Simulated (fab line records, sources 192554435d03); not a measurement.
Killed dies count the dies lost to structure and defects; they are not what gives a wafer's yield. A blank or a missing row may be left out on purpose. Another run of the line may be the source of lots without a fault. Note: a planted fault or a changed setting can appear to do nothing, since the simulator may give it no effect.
Matching of chambers	flow n5_finfet	ald_sin-03 running N5_BEOL_M0_SAQP_ALD_48: 4 sister chambers
The step deposits SiO2, target thk 20 nm, pulse time 1 s, co reactant pulse time 1 s. 4 wafers are shown with their chamber, then 7 later ones without.

## WAFERS PAIRED WITH THEIR CHAMBERS
wafer	chamber	heater_power_w (W)
L077.6	3	81
L079.2	2	71
L089.1	0	74
L089.2	1	63

## WAFERS WHOSE CHAMBER IS MISSING
wafer	heater_power_w (W)
L089.5	81
L093.1	62
L093.2	79
L093.3	75
L096.2	71
L096.3	62
L096.6	81

## THE CHAMBER EACH PASSED THROUGH
wafer	from the rows above	in truth
L089.5	3	3
L093.1	1	1
L093.2	3	3
L093.3	0	0
L096.2	2	2
L096.3	1	1
L096.6	3	3
Placed correctly: 7 of 7. Not placeable from these rows: 0. Number placed wrongly: 0.
How it was worked out, from the rows above alone: a wafer's distance from a chamber is the root of the sum, over the readings, of the square of ((its reading less the chamber's mean) divided by the reading's scatter). If the next closest chamber is less than 2 further off than the closest, the wafer can't be placed; otherwise it belongs to the closest. The mean given for a chamber averages the wafers shown for that chamber. The scatter: with one shown wafer a chamber, the root of the mean of the squares of how far each hidden wafer lies from its nearest shown one.
